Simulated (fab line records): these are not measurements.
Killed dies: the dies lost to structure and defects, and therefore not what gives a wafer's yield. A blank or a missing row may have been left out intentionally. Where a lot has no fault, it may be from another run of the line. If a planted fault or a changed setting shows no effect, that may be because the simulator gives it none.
fab line records	flow nand_harc
record: lots: 11	wafers: 33	last_day: 23
route steps=1159 shown A_STAIRCASE@620 END@1159
lots that met no fault: from a run of the same line without faults
start_h: hours from the record's first day to the start of the lot's first wafer shown	wait_h: hours since the lot's step before	" repeats the value in the row above	L1.1+2: a single row standing in for several wafers	- no value, or no start given	* or withheld: withheld	< > ~ a bound
route shown NAME@n: a module of which the file shows steps, and the number in the route of the first	usual: mean/standard deviation taken from wafers without a fault	same: alike in all rows	chamber/n: place in a boat	sites: each site's reading	_std_site: standard deviation of those values	_edge_site: the outer-site mean with the inner-site mean subtracted	radius_mm: for every site, how far away it sits from the centre of the wafer	mask NAME#n: copy n	behind: the tool/chamber that last shaped the wafer	hold: cause of the lot's hold/its duration in hours/its outcome	device: names the non-switching transistor (n, p or np)	end of line: the tests these same wafers got at the end of their route	step lacking rows: just its recipe	killed: dies that structure and defects cost at the first sort, which is not the same as the wafer's yield	map: a wafer's dies, marking killed ones x, the rest . and places with no die _
set.NAME: the setting that was run; set.NAME@STEP: the one run at that earlier step	model.NAME: the simulator's own value behind a step, which no gauge read
the route's steps for a sample of lots (tables are steps, rows are wafers)
services: when a tool's chamber went out of use (start_h, in hours from the record's first day, below 0 if earlier), for how many hours, and the reason
== steps ==
step: NHARC_A_STAIRCASE_TRIM_226
recipe: time_s: 211.2	o2_flow_sccm: 500	ar_flow_sccm: 0	bias_w: 0	chemistry: O2
usual: chamber_pressure_mTorr: 60.00/0.054	drypump_motor_current_A: 5.8/0.41	oes_product_au: 1.000/0.011	rf_vpp_V: 57.7/0.87	showerhead_plenum_p_Torr: 3.50/0.14	throttle_valve_pct: 17.037/0.0096
same: bias_w: 0
lot.wafer	tool	chamber	start_h	wait_h	chamber_pressure_mTorr	drypump_motor_current_A	oes_product_au	rf_hours_counter_h	rf_vpp_V	showerhead_plenum_p_Torr	throttle_valve_pct
L357.3	rie_diel-04	2	-	-	60.01	6.3	1.016	50	57.0	3.27	17.043
L357.2	"	3	"	"	59.96	6.2	0.993	50	57.4	3.38	17.037
L357.5	"	1	"	"	59.94	6.6	1.018	-	56.9	3.54	17.029
L358.3	rie_diel-02	0	-	-	60.06	5.5	1.010	37	57.8	3.49	17.027
L358.1	"	1	"	"	59.96	5.6	0.993	34	58.1	3.44	17.048
L358.2	"	2	"	"	60.02	6.1	1.001	37	56.7	3.51	17.022
L359.1	rie_diel-13	0	-	-	60.02	5.3	1.001	60	58.1	3.35	17.018
L359.6	"	0	"	"	59.96	5.3	1.004	-	57.1	3.35	17.026
L359.5	"	1	"	"	60.04	6.3	1.006	-	57.7	3.49	17.040
L362.2	rie_diel-04	2	-	-	60.02	6.3	0.996	62	56.4	3.27	17.033
L362.6	"	1	"	"	60.09	6.5	1.020	-	56.4	3.54	17.037
L362.5	"	2	"	"	59.97	6.3	0.994	-	55.8	3.27	17.023
L365.4	rie_diel-04	1	-	-	59.98	6.6	1.010	2	57.1	3.53	17.041
L365.3	"	2	"	"	60.00	6.3	0.989	2	57.9	3.81	17.035
L365.2	"	0	"	"	59.99	5.8	0.995	3	57.4	3.32	17.022
L364.1	rie_diel-02	2	-	-	60.00	6.1	1.011	54	57.4	3.51	17.038
L364.3	"	0	"	"	59.97	5.5	1.011	53	57.9	3.48	17.036
L364.6	"	1	"	"	60.01	5.5	0.993	-	56.9	3.43	17.026
L368.4	rie_diel-04	1	-	-	60.04	6.6	1.015	9	58.5	3.53	17.038
L368.2	"	2	"	"	59.97	6.3	0.991	9	58.9	3.80	17.041
L368.5	"	0	"	"	59.96	5.8	0.992	-	57.2	3.31	17.028
L366.3	rie_diel-13	0	-	-	60.01	5.3	0.998	16	58.2	3.34	17.040
L366.5	"	3	"	"	59.95	5.4	0.987	-	58.6	3.76	17.055
L366.6	"	0	"	"	60.04	5.3	0.995	-	56.3	3.34	17.056
L370.1	rie_diel-02	3	-	-	59.94	5.4	1.005	1	57.2	3.65	17.029
L370.6	"	0	"	"	60.07	5.4	0.986	-	56.2	3.47	17.041
L370.5	"	1	"	"	59.91	5.5	0.972	-	57.8	3.42	17.046
L376.3	rie_diel-02	2	-	-	60.04	6.1	0.982	12	57.1	3.49	17.025
L376.6	"	3	"	"	59.94	5.3	1.000	-	58.7	3.65	17.028
L376.5	"	0	"	"	60.00	5.4	0.999	-	56.7	3.47	17.029
L377.2	rie_diel-13	3	-	-	60.00	5.4	0.988	30	58.7	3.75	17.014
L377.4	"	0	"	"	59.95	5.3	0.998	31	58.8	3.34	17.046
L377.1	"	1	"	"	59.91	6.3	0.993	34	57.6	3.47	17.027
step: NHARC_A_STAIRCASE_TRIM_233
recipe: time_s: 211.2	o2_flow_sccm: 500	ar_flow_sccm: 0	bias_w: 0	chemistry: O2
usual: bias_w: 0/0	chamber_pressure_mTorr: 60.00/0.059	drypump_motor_current_A: 5.8/0.39	oes_product_au: 1.000/0.013	rf_vpp_V: 57.6/0.85	showerhead_plenum_p_Torr: 3.50/0.14	throttle_valve_pct: 17.036/0.0099
lot.wafer	tool	chamber	start_h	wait_h	bias_w	chamber_pressure_mTorr	drypump_motor_current_A	oes_product_au	rf_hours_counter_h	rf_vpp_V	showerhead_plenum_p_Torr	throttle_valve_pct
L357.3	rie_diel-04	0	256.08	-	0	59.95	5.8	1.011	49	56.8	3.32	17.035
L357.2	"	3	"	"	0	60.03	6.1	0.993	50	56.4	3.38	17.024
L357.5	"	0	"	"	0	60.07	5.8	1.008	-	57.6	3.32	17.029
L358.1	rie_diel-02	3	265.34	-	0	60.11	5.4	1.024	40	59.2	3.67	17.038
L358.2	"	0	"	"	0	60.03	5.4	1.003	37	57.7	3.49	17.054
L358.3	"	1	"	"	0	59.85	5.5	0.985	35	58.5	3.44	17.025
L359.1	rie_diel-04	0	265.49	-	0	59.95	5.8	1.004	51	57.4	3.32	17.032
L359.6	"	3	"	"	0	59.95	6.2	0.995	-	56.2	3.38	17.033
L359.5	"	0	"	"	0	60.06	5.8	1.002	-	57.7	3.32	17.012
L362.2	rie_diel-13	3	290.73	-	0	60.03	5.4	0.993	1	57.6	3.77	17.034
L362.6	"	1	"	"	0	59.99	6.3	0.997	-	58.2	3.49	17.040
L362.5	"	2	"	"	0	59.96	5.8	0.987	-	57.5	3.46	17.037
L365.4	rie_diel-04	2	305.58	-	0	60.03	6.3	1.006	2	57.8	3.81	17.039
L365.3	"	3	"	"	0	60.10	6.1	1.001	4	57.0	3.37	17.042
L365.2	"	0	"	"	0	59.93	5.8	0.994	4	57.0	3.32	17.049
L364.3	rie_diel-13	3	305.98	-	0	59.99	5.4	0.999	7	57.1	3.77	17.031
L364.1	"	1	"	"	0	59.91	6.3	1.005	7	56.8	3.49	17.030
L364.6	"	3	"	"	0	60.02	5.5	0.992	-	58.3	3.77	17.039
L368.4	rie_diel-04	0	323.82	-	-	-	-	-	-	-	-	-
L368.2	"	2	"	"	-	-	-	-	-	-	-	-
L368.5	"	3	"	"	-	-	-	-	-	-	-	-
L366.3	rie_diel-04	3	332.61	-	-	-	-	-	-	-	-	-
L366.6	"	1	"	"	-	-	-	-	-	-	-	-
L366.5	"	0	"	"	-	-	-	-	-	-	-	-
L370.1	rie_diel-02	0	341.19	-	0	60.01	5.5	0.988	2	55.9	3.47	17.004
L370.6	"	0	"	"	0	60.07	5.5	0.986	-	58.0	3.47	17.037
L370.5	"	1	"	"	0	59.84	5.6	0.981	-	57.4	3.42	17.038
L376.3	rie_diel-02	2	368.37	-	0	59.94	6.1	0.990	12	59.1	3.49	17.038
L376.5	"	0	"	"	0	59.98	5.5	0.981	-	57.7	3.47	17.032
L376.6	"	1	"	"	0	60.05	5.5	0.980	-	56.9	3.42	17.041
L377.4	rie_diel-02	1	369.90	-	0	59.92	5.5	0.968	12	57.9	3.42	17.038
L377.1	"	2	"	"	0	59.98	6.1	0.998	12	59.4	3.49	17.044
L377.2	"	3	"	"	0	59.90	5.4	1.001	11	58.2	3.65	17.030
step: NHARC_A_STAIRCASE_TRIM_235
recipe: time_s: 211.2	o2_flow_sccm: 500	ar_flow_sccm: 0	bias_w: 0	chemistry: O2
usual: chamber_pressure_mTorr: 60.00/0.054	drypump_motor_current_A: 5.8/0.4	oes_product_au: 1.001/0.012	rf_vpp_V: 57.6/0.96	showerhead_plenum_p_Torr: 3.49/0.13	throttle_valve_pct: 17.036/0.0087
same: bias_w: 0
lot.wafer	tool	chamber	start_h	wait_h	chamber_pressure_mTorr	drypump_motor_current_A	oes_product_au	rf_hours_counter_h	rf_vpp_V	showerhead_plenum_p_Torr	throttle_valve_pct
L357.3	rie_diel-04	3	-	-	60.00	6.2	1.007	50	57.5	3.38	17.053
L357.2	"	1	"	"	60.06	6.6	1.020	49	57.1	3.54	17.054
L357.5	"	3	"	"	60.11	6.2	1.009	-	57.3	3.38	17.036
L358.3	rie_diel-02	0	-	-	59.96	5.4	1.009	37	60.1	3.49	17.053
L358.1	"	1	"	"	60.08	5.5	0.991	35	56.3	3.44	17.023
L358.2	"	2	"	"	60.11	6.1	1.013	38	58.0	3.51	17.030
L359.1	rie_diel-04	1	-	-	60.03	6.6	1.022	52	58.1	3.54	17.036
L359.5	"	2	"	"	59.98	6.3	0.999	-	56.7	3.27	17.042
L359.6	"	3	"	"	60.03	6.2	0.991	-	56.3	3.38	17.038
L362.2	rie_diel-13	0	-	-	59.95	5.3	0.991	2	59.5	3.35	17.049
L362.5	"	0	"	"	59.98	5.3	1.007	-	57.4	3.35	17.040
L362.6	"	1	"	"	60.04	6.3	0.996	-	58.5	3.49	17.037
L365.4	rie_diel-04	0	-	-	60.01	5.8	0.994	4	57.1	3.32	17.037
L365.3	"	1	"	"	60.05	6.5	1.031	3	56.4	3.53	17.039
L365.2	"	2	"	"	60.01	6.3	0.996	3	57.3	3.81	17.049
L364.1	rie_diel-13	0	-	-	59.94	5.3	0.996	7	58.7	3.35	17.038
L364.3	"	2	"	"	60.08	5.8	0.995	7	56.4	3.45	17.039
L364.6	"	0	"	"	59.93	5.3	1.000	-	58.7	3.35	17.031
L368.4	rie_diel-04	2	-	-	60.11	6.3	0.997	9	59.5	3.80	17.014
L368.2	"	3	"	"	60.03	6.2	1.005	11	58.4	3.37	17.038
L368.5	"	2	"	"	60.01	6.3	0.996	-	58.0	3.80	17.046
L366.3	rie_diel-04	3	-	-	60.06	6.1	1.010	14	57.7	3.37	17.041
L366.5	"	3	"	"	59.91	6.2	1.006	-	58.2	3.37	17.039
L366.6	"	1	"	"	59.98	6.5	1.020	-	58.3	3.53	17.037
L370.1	rie_diel-02	2	-	-	60.01	6.1	0.992	2	57.4	3.50	17.042
L370.5	"	3	"	"	59.97	5.4	1.002	-	57.7	3.65	17.035
L370.6	"	0	"	"	59.89	5.5	0.996	-	57.0	3.47	17.035
L376.3	rie_diel-02	3	-	-	59.93	5.5	1.009	11	58.2	3.65	17.034
L376.6	"	2	"	"	59.98	6.1	0.998	-	57.4	3.49	17.039
L376.5	"	3	"	"	59.98	5.5	1.011	-	58.5	3.65	17.029
L377.2	rie_diel-02	0	-	-	60.00	5.5	0.979	11	56.7	3.47	17.036
L377.4	"	1	"	"	59.97	5.5	0.978	12	56.9	3.42	17.031
L377.1	"	3	"	"	59.97	5.3	1.008	11	58.7	3.65	17.027
step: NHARC_A_STAIRCASE_ETCH_236
recipe: target_depth_a: 1000	time_s: 40.5	ion_energy_ev: 400	c4f8_flow_sccm: 20	o2_flow_sccm: 10	ar_flow_sccm: withheld	rf_w: 600	bias_w: 1000	chemistry: C4F8/O2
usual: oes_product_au: 0.943/0.014	rf_vpp_V: 895/5
lot.wafer	tool	chamber	start_h	wait_h	oes_product_au	rf_hours_counter_h	rf_vpp_V
L357.2	rie_diel-04	1	-	-	0.973	50	895
L357.3	"	0	"	"	0.942	49	889
L357.5	"	1	"	"	0.971	-	896
L358.1	rie_diel-02	2	-	-	0.961	38	895
L358.2	"	3	"	"	0.968	40	900
L358.3	"	1	"	"	0.930	35	892
L359.1	rie_diel-04	3	-	-	0.940	52	890
L359.5	"	3	"	"	0.940	-	891
L359.6	"	0	"	"	0.942	-	889
L362.2	rie_diel-13	0	-	-	0.943	2	888
L362.5	"	0	"	"	0.936	-	888
L362.6	"	1	"	"	0.924	-	895
L365.2	rie_diel-04	1	-	-	0.948	3	896
L365.3	"	2	"	"	0.940	3	905
L365.4	"	0	"	"	0.941	4	888
L364.1	rie_diel-13	3	-	-	0.947	7	905
L364.3	"	0	"	"	0.951	7	890
L364.6	"	2	"	"	0.956	-	892
L368.4	rie_diel-04	0	-	-	0.941	11	888
L368.2	"	1	"	"	0.955	10	895
L368.5	"	1	"	"	0.959	-	896
L366.3	rie_diel-04	3	-	-	0.929	14	891
L366.6	"	0	"	"	0.925	-	887
L366.5	"	3	"	"	0.927	-	891
L370.1	rie_diel-02	2	-	-	0.936	2	894
L370.6	"	0	"	"	0.926	-	894
L370.5	"	1	"	"	0.922	-	891
L376.3	rie_diel-02	3	-	-	0.954	11	901
L376.5	"	3	"	"	0.944	-	899
L376.6	"	0	"	"	0.943	-	892
L377.1	rie_diel-02	3	-	-	0.956	12	899
L377.2	"	0	"	"	0.931	11	893
L377.4	"	1	"	"	0.913	12	892
step: NHARC_END_SORT_01
recipe: temp_c: 25
usual: killed_at_array: 25/9.2	killed_at_other: 0.8/1.2	killed_at_periphery: 3.9/2.6	killed_dies: 30/9.7	killed_open: 3.4/1.9	killed_short: 2.0/1.4
same: gross_dies: 677
lot.wafer	tool	chamber	start_h	wait_h	killed_at_array	killed_at_other	killed_at_periphery	killed_dies	killed_open	killed_short
L357.2	prober-02	0	460.00	2.8	14	0	6	20	4	0
L357.3	prober-02	0	460.80	3.1	15	0	3	18	4	1
L357.5	prober-02	0	462.38	3.7	18	0	8	26	4	2
L358.1	prober-02	0	466.98	2.5	10	0	4	14	3	3
L358.2	prober-02	0	467.77	2.8	10	0	7	17	2	3
L358.3	prober-02	0	468.56	3.1	9	1	4	14	1	2
L359.1	prober-02	0	475.65	2.5	27	0	5	32	2	3
L359.5	prober-02	0	478.90	3.7	35	0	6	41	7	1
L359.6	prober-02	0	479.71	4.1	38	0	8	46	4	1
L362.2	prober-02	0	484.31	2.8	29	2	1	32	4	1
L362.5	prober-02	0	486.70	3.7	30	0	5	35	5	4
L362.6	prober-02	0	487.50	4.0	24	0	1	25	2	2
L364.1	prober-01	0	499.06	2.5	23	1	4	28	3	0
L364.3	prober-01	0	500.66	3.1	26	0	8	34	9	2
L364.6	prober-01	0	503.04	4.0	24	0	4	28	3	3
L365.2	prober-02	0	499.83	2.8	28	1	2	31	1	1
L365.3	prober-02	0	500.63	3.1	25	1	2	28	3	4
L365.4	prober-02	0	501.43	3.4	40	0	6	46	6	3
L368.2	prober-02	0	508.28	2.8	674	0	3	677	4	2
L368.4	prober-02	0	509.88	3.4	673	1	3	677	2	1
L368.5	prober-02	0	510.69	3.7	669	2	6	677	5	2
L366.3	prober-02	0	519.11	3.1	674	2	1	677	4	2
L366.5	prober-02	0	520.73	3.7	673	2	2	677	4	5
L366.6	prober-02	0	521.54	4.1	674	1	2	677	2	1
L370.1	prober-02	0	536.14	2.5	32	2	4	38	5	2
L370.5	prober-02	0	539.32	3.7	24	3	4	31	2	1
L370.6	prober-02	0	540.11	4.0	46	0	1	47	5	1
L377.1	prober-01	0	559.62	2.5	34	0	2	36	5	3
L377.2	prober-01	0	560.41	2.8	28	1	3	32	3	5
L377.4	prober-01	0	561.98	3.4	34	1	6	41	0	3
L376.3	prober-02	0	561.08	3.1	32	4	3	39	6	1
L376.5	prober-02	0	562.69	3.7	33	2	0	35	5	2
L376.6	prober-02	0	563.49	4.0	28	1	2	31	0	2
killed by level:class
L357.2 A_CHANNEL_HOLE_D1:chamber_film_flake=7 A_CONTACT:chamber_film_flake=3 P_CONTACT:geometric_particle:open=2 P_STI:chamber_film_flake=2 A_STAIRCASE:chamber_film_flake=2 P_M2:geometric_particle:open=1 A_SGD_CUT:geometric_particle:open=1 P_GATE:chamber_film_flake=1
L357.3 A_CHANNEL_HOLE_D1:chamber_film_flake=5 A_CONTACT:chamber_film_flake=4 A_CHANNEL_FILL_D1:geometric_particle:open=2 P_CONTACT:geometric_particle:open=1 P_M0:geometric_particle:open=1 A_M0:geometric_particle:short=1 P_STI:chamber_film_flake=1 A_STAIRCASE:chamber_film_flake=1
L357.5 A_CHANNEL_HOLE_D1:chamber_film_flake=13 P_CONTACT:geometric_particle:open=3 P_STI:chamber_film_flake=3 A_CONTACT:chamber_film_flake=2 P_STI:geometric_particle:short=1 A_CHANNEL_FILL_D1:geometric_particle:open=1 A_CHANNEL_FILL_D1:geometric_particle:short=1 P_BONDPAD:chamber_film_flake=1
L358.1 A_STAIRCASE:chamber_film_flake=3 P_M0:geometric_particle:open=2 A_M1:chamber_film_flake=2 P_CONTACT:geometric_particle:short=1 A_CHANNEL_FILL_D1:geometric_particle:short=1 A_BLC:geometric_particle:short=1 A_BLC:geometric_particle:open=1 P_GATE:chamber_film_flake=1
L358.2 A_CHANNEL_HOLE_D1:chamber_film_flake=4 P_CONTACT:geometric_particle:short=2 P_GATE:chamber_film_flake=2 A_STAIRCASE:chamber_film_flake=2 A_M1:chamber_film_flake=2 P_M0:geometric_particle:open=1 P_M1:geometric_particle:short=1 A_BLC:geometric_particle:open=1
L358.3 A_STAIRCASE:chamber_film_flake=5 P_GATE:chamber_film_flake=2 P_M0:geometric_particle:short=1 A_BLC:geometric_particle:open=1 P_M2:chamber_film_flake=1 STARTING-WAFER:geometric_particle:short=1 A_CHANNEL_HOLE_D1:chamber_film_flake=1 A_CHANNEL_FILL_D1:chamber_film_flake=1
L359.1 A_CHANNEL_HOLE_D1:chamber_film_flake=8 A_SLIT:chamber_film_flake=7 A_STAIRCASE:chamber_film_flake=5 P_M2:chamber_film_flake=3 A_CONTACT:chamber_film_flake=2 A_ONON_D1:geometric_particle:open=1 A_ONON_D1:geometric_particle:short=1 A_CHANNEL_FILL_D1:geometric_particle:short=1
L359.5 A_SLIT:chamber_film_flake=11 A_CHANNEL_HOLE_D1:chamber_film_flake=9 A_STAIRCASE:chamber_film_flake=6 A_CONTACT:geometric_particle:open=2 A_BLC:geometric_particle:open=2 P_STI:chamber_film_flake=2 P_M2:chamber_film_flake=2 P_CONTACT:geometric_particle:open=1
L359.6 A_CHANNEL_HOLE_D1:chamber_film_flake=16 A_SLIT:chamber_film_flake=10 P_M2:chamber_film_flake=4 A_STAIRCASE:chamber_film_flake=4 A_M0:geometric_particle:open=3 P_STI:chamber_film_flake=2 P_GATE:chamber_film_flake=2 A_CONTACT:chamber_film_flake=2
L362.2 A_CHANNEL_HOLE_D1:chamber_film_flake=12 A_STAIRCASE:chamber_film_flake=5 A_CONTACT:chamber_film_flake=3 A_WL_FILL:geometric_particle:open=2 THIN_TSV:chamber_film_flake=2 A_ONON_D1:geometric_particle:open=1 A_WL_FILL:geometric_particle:short=1 A_CONTACT:geometric_particle:open=1
L362.5 A_CHANNEL_HOLE_D1:chamber_film_flake=17 A_STAIRCASE:chamber_film_flake=3 A_CHANNEL_FILL_D1:geometric_particle:short=2 A_WL_FILL:geometric_particle:open=2 P_GATE:chamber_film_flake=2 P_CONTACT:geometric_particle:short=1 P_M1:geometric_particle:open=1 A_SOURCE_PLATE:geometric_particle:open=1
L362.6 A_CHANNEL_HOLE_D1:chamber_film_flake=9 A_STAIRCASE:chamber_film_flake=5 A_CONTACT:chamber_film_flake=3 A_WL_FILL:chamber_film_flake=2 A_ONON_D1:geometric_particle:open=1 A_CHANNEL_FILL_D1:geometric_particle:short=1 A_M0:geometric_particle:open=1 A_M0:geometric_particle:short=1
L364.1 A_CHANNEL_HOLE_D1:chamber_film_flake=17 P_STI:chamber_film_flake=2 P_M0:chamber_film_flake=2 A_STAIRCASE:chamber_film_flake=2 A_CHANNEL_FILL_D1:geometric_particle:open=1 A_M0:geometric_particle:open=1 STARTING-WAFER:geometric_particle:open=1 A_ZERO_WELL:chamber_film_flake=1
L365.2 A_SLIT:chamber_film_flake=11 A_STAIRCASE:chamber_film_flake=6 A_CONTACT:chamber_film_flake=4 A_CHANNEL_HOLE_D1:chamber_film_flake=3 A_WL_FILL:chamber_film_flake=3 P_M0:geometric_particle:open=1 A_WL_FILL:geometric_particle:short=1 P_STI:chamber_film_flake=1
L365.3 A_SLIT:chamber_film_flake=7 A_STAIRCASE:chamber_film_flake=6 A_CONTACT:chamber_film_flake=4 A_CHANNEL_HOLE_D1:chamber_film_flake=3 A_WL_FILL:geometric_particle:open=2 P_GATE:geometric_particle:short=1 P_GATE:geometric_particle:open=1 A_ONON_D1:geometric_particle:short=1
L364.3 A_CHANNEL_HOLE_D1:chamber_film_flake=13 P_CONTACT:geometric_particle:open=3 A_STAIRCASE:chamber_film_flake=3 A_CONTACT:chamber_film_flake=3 A_BLC:geometric_particle:open=2 P_M0:geometric_particle:open=1 P_M1:geometric_particle:open=1 A_SGD_CUT:geometric_particle:short=1
L365.4 A_STAIRCASE:chamber_film_flake=14 A_SLIT:chamber_film_flake=10 A_CONTACT:chamber_film_flake=5 A_WL_FILL:geometric_particle:open=2 P_STI:chamber_film_flake=2 P_M0:chamber_film_flake=2 A_WL_FILL:chamber_film_flake=2 P_M1:geometric_particle:short=1
L364.6 A_CHANNEL_HOLE_D1:chamber_film_flake=10 A_STAIRCASE:chamber_film_flake=4 A_CONTACT:chamber_film_flake=4 P_M0:chamber_film_flake=3 A_WL_FILL:geometric_particle:short=2 P_CONTACT:geometric_particle:open=1 A_ONON_D1:geometric_particle:short=1 A_WL_FILL:geometric_particle:open=1
L368.2 A_STAIRCASE:area_trim=651 A_CHANNEL_HOLE_D1:chamber_film_flake=12 A_SGD_CUT:chamber_film_flake=3 A_CONTACT:chamber_film_flake=2 P_CONTACT:geometric_particle:short=1 P_CONTACT:geometric_particle:open=1 A_CHANNEL_FILL_D1:geometric_particle:short=1 A_WL_FILL:geometric_particle:open=1
L368.4 A_STAIRCASE:area_trim=655 A_CHANNEL_HOLE_D1:chamber_film_flake=9 A_SGD_CUT:chamber_film_flake=3 P_M0:chamber_film_flake=2 A_CONTACT:chamber_film_flake=2 P_M1:geometric_particle:open=1 A_CHANNEL_FILL_D1:geometric_particle:open=1 A_CONTACT:geometric_particle:short=1
L368.5 A_STAIRCASE:area_trim=655 A_CHANNEL_HOLE_D1:chamber_film_flake=6 A_CONTACT:chamber_film_flake=4 THIN_TSV:chamber_film_flake=2 P_GATE:geometric_particle:short=1 P_GATE:geometric_particle:open=1 P_CONTACT:geometric_particle:short=1 P_M2:geometric_particle:open=1
L366.3 A_STAIRCASE:area_trim=639 A_CHANNEL_HOLE_D1:chamber_film_flake=17 A_SLIT:chamber_film_flake=9 A_CONTACT:chamber_film_flake=3 A_M0:geometric_particle:open=2 HYBRID_BOND:chamber_film_flake=2 P_CONTACT:geometric_particle:short=1 A_CHANNEL_HOLE_D1:geometric_particle:open=1
L366.5 A_STAIRCASE:area_trim=640 A_SLIT:chamber_film_flake=12 A_CHANNEL_HOLE_D1:chamber_film_flake=8 A_CONTACT:geometric_particle:open=3 A_CONTACT:chamber_film_flake=3 A_CHANNEL_FILL_D1:geometric_particle:short=2 HYBRID_BOND:chamber_film_flake=2 P_STI:geometric_particle:short=1
L366.6 A_STAIRCASE:area_trim=640 A_CHANNEL_HOLE_D1:chamber_film_flake=17 A_SLIT:chamber_film_flake=11 A_ONON_D1:geometric_particle:open=1 A_CONTACT:geometric_particle:open=1 A_CONTACT:geometric_particle:short=1 P_ZERO_WELL:chamber_film_flake=1 P_GATE:chamber_film_flake=1
L370.1 A_SLIT:chamber_film_flake=12 A_CHANNEL_HOLE_D1:chamber_film_flake=11 THIN_TSV:chamber_film_flake=2 P_CONTACT:geometric_particle:open=1 A_SOURCE_PLATE:geometric_particle:open=1 A_ONON_D1:geometric_particle:short=1 A_CHANNEL_HOLE_D1:geometric_particle:short=1 A_WL_FILL:geometric_particle:open=1
L370.5 A_CHANNEL_HOLE_D1:chamber_film_flake=15 A_SLIT:chamber_film_flake=6 P_M1:chamber_film_flake=3 THIN_TSV:chamber_film_flake=3 P_CONTACT:geometric_particle:open=1 A_SOURCE_PLATE:geometric_particle:open=1 A_CHANNEL_HOLE_D1:geometric_particle:short=1 A_CHANNEL_FILL_D1:chamber_film_flake=1
L370.6 A_CHANNEL_HOLE_D1:chamber_film_flake=24 A_SLIT:chamber_film_flake=13 A_CONTACT:geometric_particle:open=2 A_STAIRCASE:chamber_film_flake=2 P_CONTACT:geometric_particle:open=1 A_WL_FILL:geometric_particle:short=1 A_WL_FILL:geometric_particle:open=1 A_M1:geometric_particle:open=1
L377.1 A_SLIT:chamber_film_flake=11 A_CONTACT:chamber_film_flake=9 A_CHANNEL_HOLE_D1:chamber_film_flake=6 A_CHANNEL_FILL_D1:geometric_particle:open=2 P_M1:geometric_particle:short=1 P_M2:geometric_particle:open=1 A_CHANNEL_FILL_D1:geometric_particle:short=1 A_WL_FILL:geometric_particle:open=1
L377.2 A_SLIT:chamber_film_flake=10 A_CHANNEL_HOLE_D1:chamber_film_flake=7 A_CONTACT:chamber_film_flake=4 A_M0:geometric_particle:open=2 P_M1:geometric_particle:short=1 A_ONON_D1:geometric_particle:short=1 A_CHANNEL_FILL_D1:geometric_particle:short=1 A_WL_FILL:geometric_particle:short=1
L376.3 A_CHANNEL_HOLE_D1:chamber_film_flake=19 THIN_TSV:chamber_film_flake=4 A_M0:geometric_particle:open=3 A_SLIT:chamber_film_flake=3 A_CONTACT:chamber_film_flake=3 P_M2:chamber_film_flake=2 P_CONTACT:geometric_particle:open=1 A_SGD_CUT:geometric_particle:short=1
L377.4 A_SLIT:chamber_film_flake=12 A_CHANNEL_HOLE_D1:chamber_film_flake=10 A_CONTACT:chamber_film_flake=5 P_STI:chamber_film_flake=2 P_BONDPAD:chamber_film_flake=2 A_STAIRCASE:chamber_film_flake=2 A_WL_FILL:chamber_film_flake=2 A_SOURCE_PLATE:geometric_particle:short=1
L376.5 A_CHANNEL_HOLE_D1:chamber_film_flake=16 A_CONTACT:chamber_film_flake=5 A_SLIT:chamber_film_flake=4 A_CONTACT:geometric_particle:open=2 A_M0:geometric_particle:open=2 THIN_TSV:chamber_film_flake=2 A_ONON_D1:geometric_particle:open=1 A_ONON_D1:geometric_particle:short=1
L376.6 A_CHANNEL_HOLE_D1:chamber_film_flake=16 A_CONTACT:chamber_film_flake=6 A_SLIT:chamber_film_flake=4 P_M0:geometric_particle:short=1 A_CHANNEL_FILL_D1:geometric_particle:short=1 P_M2:chamber_film_flake=1 A_ZERO_WELL:chamber_film_flake=1 THIN_TSV:chamber_film_flake=1
== services ==
tool	chamber	start_h	hours	kind
rie_diel-04	0	244.54	-	clean
rie_diel-04	1	244.54	-	clean
rie_diel-04	2	244.54	-	clean
rie_diel-04	3	244.54	-	clean
rie_diel-04	0	269.04	-	clean
rie_diel-04	1	269.04	-	clean
rie_diel-04	2	269.04	-	clean
rie_diel-04	3	269.04	-	clean
rie_diel-13	-	276.00	9.0	pm
rie_diel-04	3	290.00	9.0	vent_cycle
rie_diel-04	0	299.00	-	clean
rie_diel-04	1	299.00	-	clean
rie_diel-04	2	299.00	-	clean
rie_diel-04	2	299.00	-	consumable_replace:showerhead
rie_diel-04	3	299.00	-	clean
rie_diel-04	0	323.51	-	clean
rie_diel-04	1	323.51	-	clean
rie_diel-04	2	323.51	-	clean
rie_diel-04	3	323.51	-	clean
rie_diel-04	2	328.79	7.2	repair
rie_diel-04	0	348.01	-	clean
rie_diel-04	1	348.01	-	clean
rie_diel-04	2	348.01	-	clean
rie_diel-04	3	365.31	26.3	repair
== key ==
first_sign: step: NHARC_A_STAIRCASE_TRIM_233	reading: tool_record	direction: missing
effect: step: NHARC_END_SORT_01	reading: killed_at_array	direction: up	sigmas: 70	usual: 25	struck: 673
more_kills_born_at: NHARC_A_STAIRCASE_TRIM_233@rie_diel-04: 3880
met_at NHARC_A_STAIRCASE_TRIM_233
struck_lots L366,L368
later_rows_left_out L366.3,L366.5,L366.6,L368.2,L368.4,L368.5
tester_left_out L366,L368
not_acting_at NHARC_A_STAIRCASE_TRIM_226,NHARC_A_STAIRCASE_TRIM_235,NHARC_A_STAIRCASE_ETCH_236
onset_between 305.58 323.82
fault: kind: skipped_step_whole	tool: rie_diel-04	chamber: -	onset_h: 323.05	steps: NHARC_A_STAIRCASE_TRIM_233	scope: struck_lots_only
tester_left_out: of these lots the tester's yield and bins aren't shown, on N5 and GAA mostly nor the transistor test; their killed dies are dies lost to structure and defects alone, not to doping, threshold or leakage, so they don't give the yield
later_rows_left_out: the simulator's readings of these wafers behind a module that went badly wrong aren't trusted and aren't shown, but for the sort
